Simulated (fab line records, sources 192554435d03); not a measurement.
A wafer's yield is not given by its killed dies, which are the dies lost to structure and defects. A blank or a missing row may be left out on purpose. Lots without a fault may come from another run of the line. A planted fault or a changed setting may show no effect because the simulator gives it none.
fab line records :: flow n5-finfet
record
  lots=7
  wafers=39
route steps=1938 shown SD_EPI_P@308
start-h: hours from the record's first day to the start of the lot's first wafer shown :: wait-h: hours from the lot's prior step to this one :: " same as the row above :: L1.1+2: a single row standing in for several wafers :: - no value, or no start was given :: * or withheld: withheld :: < > ~ a bound
route shown NAME@n: names a module that has steps shown in the file, with the first one's number in the route :: usual: mean/standard deviation taken from wafers without a fault :: same: alike in all rows :: chamber/n: place in a boat :: sites: per-site readings :: _std_site: how widely they spread, as a standard deviation :: _edge_site: outer sites' mean less inner sites' :: radius-mm: for every site, how far away it sits from the centre of the wafer :: mask NAME#n: copy n :: behind: tool/chamber where the wafer was last shaped :: hold: the reason the lot was held/the length of the hold in hours/how it ended :: device: whichever transistor did not switch (one of n, p or np) :: end of line: at the end of the route, the tests of the same wafers :: step lacking rows: just its recipe :: killed: at the first sort, the dies lost to defects and structure; wafer yield is something else :: map: a wafer's dies, x killed, . not, _ none there
set.NAME: the setting as run; set.NAME@STEP: as run at that earlier step :: model.NAME: the simulator's own value behind a step, which no gauge read
lots whose settings were changed on purpose; a table a step, a row a wafer
## steps
# step N5_SD_EPI_P_ETCH_37
# recipe
  chemistry=N2/H2
  target=SOC
  overetch-a=1080
  mask-material=SiARC
  temp-c=40
  ion-energy-ev=100
  source-w=3000
  bias-w=133
  pressure-mtorr=20
  time-s=486
  n2-flow-sccm=200
  h2-flow-sccm=200
  ends=end-point
# usual
  rf-vpp-V=241.3/1.1
lot.wafer: L075.1
tool: rie-diel-04
chamber: 0
start-h: 63.41
wait-h: 0.0
set.source-w: 2856
rf-vpp-V: 246.4

lot.wafer: L075.2
tool: rie-diel-04
chamber: 3
start-h: 63.41
wait-h: 0.0
set.source-w: 3000
rf-vpp-V: 241.8

lot.wafer: L075.3
tool: rie-diel-04
chamber: 1
start-h: 63.41
wait-h: 0.0
set.source-w: 2856
rf-vpp-V: 243.8

lot.wafer: L075.4
tool: rie-diel-04
chamber: 2
start-h: 63.41
wait-h: 0.0
set.source-w: 3000
rf-vpp-V: 243.2

lot.wafer: L075.5
tool: rie-diel-04
chamber: 0
start-h: 63.41
wait-h: 0.0
set.source-w: 3000
rf-vpp-V: 241.2

lot.wafer: L075.6
tool: rie-diel-04
chamber: 1
start-h: 63.41
wait-h: 0.0
set.source-w: 2856
rf-vpp-V: 244.8

lot.wafer: L076.3
tool: rie-diel-04
chamber: 0
start-h: 64.68
wait-h: 0.0
set.source-w: 3000
rf-vpp-V: 242.2

lot.wafer: L076.5
tool: rie-diel-04
chamber: 0
start-h: 64.68
wait-h: 0.0
set.source-w: 3000
rf-vpp-V: 241.2

lot.wafer: L076.6
tool: rie-diel-04
chamber: 3
start-h: 64.68
wait-h: 0.0
set.source-w: 3000
rf-vpp-V: 243.7

lot.wafer: L078.1
tool: rie-diel-02
chamber: 1
start-h: 78.75
wait-h: 0.0
set.source-w: 3507
rf-vpp-V: 228.3

lot.wafer: L078.2
tool: rie-diel-02
chamber: 2
start-h: 78.75
wait-h: 0.0
set.source-w: 3000
rf-vpp-V: 241.8

lot.wafer: L078.3
tool: rie-diel-02
chamber: 3
start-h: 78.75
wait-h: 0.0
set.source-w: 3000
rf-vpp-V: 239.0

lot.wafer: L078.4
tool: rie-diel-02
chamber: 2
start-h: 78.75
wait-h: 0.0
set.source-w: 3000
rf-vpp-V: 240.8

lot.wafer: L078.5
tool: rie-diel-02
chamber: 1
start-h: 78.75
wait-h: 0.0
set.source-w: 3507
rf-vpp-V: 227.6

lot.wafer: L078.6
tool: rie-diel-02
chamber: 3
start-h: 78.75
wait-h: 0.0
set.source-w: 3507
rf-vpp-V: 228.5

lot.wafer: L088.1
tool: rie-diel-04
chamber: 2
start-h: 138.62
wait-h: 0.0
set.source-w: 3374
rf-vpp-V: 231.0

lot.wafer: L088.2
tool: rie-diel-04
chamber: 1
start-h: 138.62
wait-h: 0.0
set.source-w: 3374
rf-vpp-V: 231.5

lot.wafer: L088.3
tool: rie-diel-04
chamber: 0
start-h: 138.62
wait-h: 0.0
set.source-w: 3000
rf-vpp-V: 243.0

lot.wafer: L088.4
tool: rie-diel-04
chamber: 3
start-h: 138.62
wait-h: 0.0
set.source-w: 3000
rf-vpp-V: 242.0

lot.wafer: L088.5
tool: rie-diel-04
chamber: 2
start-h: 138.62
wait-h: 0.0
set.source-w: 3000
rf-vpp-V: 242.3

lot.wafer: L088.6
tool: rie-diel-04
chamber: 3
start-h: 138.62
wait-h: 0.0
set.source-w: 3374
rf-vpp-V: 232.9

lot.wafer: L093.1
tool: rie-diel-04
chamber: 0
start-h: 170.94
wait-h: 0.0
set.source-w: 3489
rf-vpp-V: 229.2

lot.wafer: L093.2
tool: rie-diel-04
chamber: 3
start-h: 170.94
wait-h: 0.0
set.source-w: 3000
rf-vpp-V: 241.2

lot.wafer: L093.3
tool: rie-diel-04
chamber: 1
start-h: 170.94
wait-h: 0.0
set.source-w: 3489
rf-vpp-V: 228.7

lot.wafer: L093.4
tool: rie-diel-04
chamber: 2
start-h: 170.94
wait-h: 0.0
set.source-w: 3000
rf-vpp-V: 241.9

lot.wafer: L093.5
tool: rie-diel-04
chamber: 3
start-h: 170.94
wait-h: 0.0
set.source-w: 3000
rf-vpp-V: 241.8

lot.wafer: L093.6
tool: rie-diel-04
chamber: 2
start-h: 170.94
wait-h: 0.0
set.source-w: 3489
rf-vpp-V: 230.1

lot.wafer: L094.1
tool: rie-diel-04
chamber: 1
start-h: 181.76
wait-h: 0.0
set.source-w: 3000
rf-vpp-V: 241.2

lot.wafer: L094.2
tool: rie-diel-04
chamber: 2
start-h: 181.76
wait-h: 0.0
set.source-w: 2530
rf-vpp-V: 258.1

lot.wafer: L094.3
tool: rie-diel-04
chamber: 3
start-h: 181.76
wait-h: 0.0
set.source-w: 3000
rf-vpp-V: 241.9

lot.wafer: L094.4
tool: rie-diel-04
chamber: 0
start-h: 181.76
wait-h: 0.0
set.source-w: 2530
rf-vpp-V: 256.0

lot.wafer: L094.5
tool: rie-diel-04
chamber: 3
start-h: 181.76
wait-h: 0.0
set.source-w: 3000
rf-vpp-V: 240.9

lot.wafer: L094.6
tool: rie-diel-04
chamber: 2
start-h: 181.76
wait-h: 0.0
set.source-w: 2530
rf-vpp-V: 257.5

lot.wafer: L097.1
tool: rie-diel-02
chamber: 2
start-h: 196.25
wait-h: 0.0
set.source-w: 3232
rf-vpp-V: 236.4

lot.wafer: L097.2
tool: rie-diel-02
chamber: 0
start-h: 196.25
wait-h: 0.0
set.source-w: 3232
rf-vpp-V: 234.7

lot.wafer: L097.3
tool: rie-diel-02
chamber: 3
start-h: 196.25
wait-h: 0.0
set.source-w: 3000
rf-vpp-V: 241.0

lot.wafer: L097.4
tool: rie-diel-02
chamber: 1
start-h: 196.25
wait-h: 0.0
set.source-w: 3000
rf-vpp-V: 241.1

lot.wafer: L097.5
tool: rie-diel-02
chamber: 2
start-h: 196.25
wait-h: 0.0
set.source-w: 3232
rf-vpp-V: 235.7

lot.wafer: L097.6
tool: rie-diel-02
chamber: 3
start-h: 196.25
wait-h: 0.0
set.source-w: 3000
rf-vpp-V: 241.0
## key
split
  step=N5_SD_EPI_P_ETCH_37
  setting=source-w
  stated=3000
  by=wafer
response
  step=N5_SD_EPI_P_ETCH_37
  reading=rf-vpp-V
  change=-0.819
  per=1%
  r=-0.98
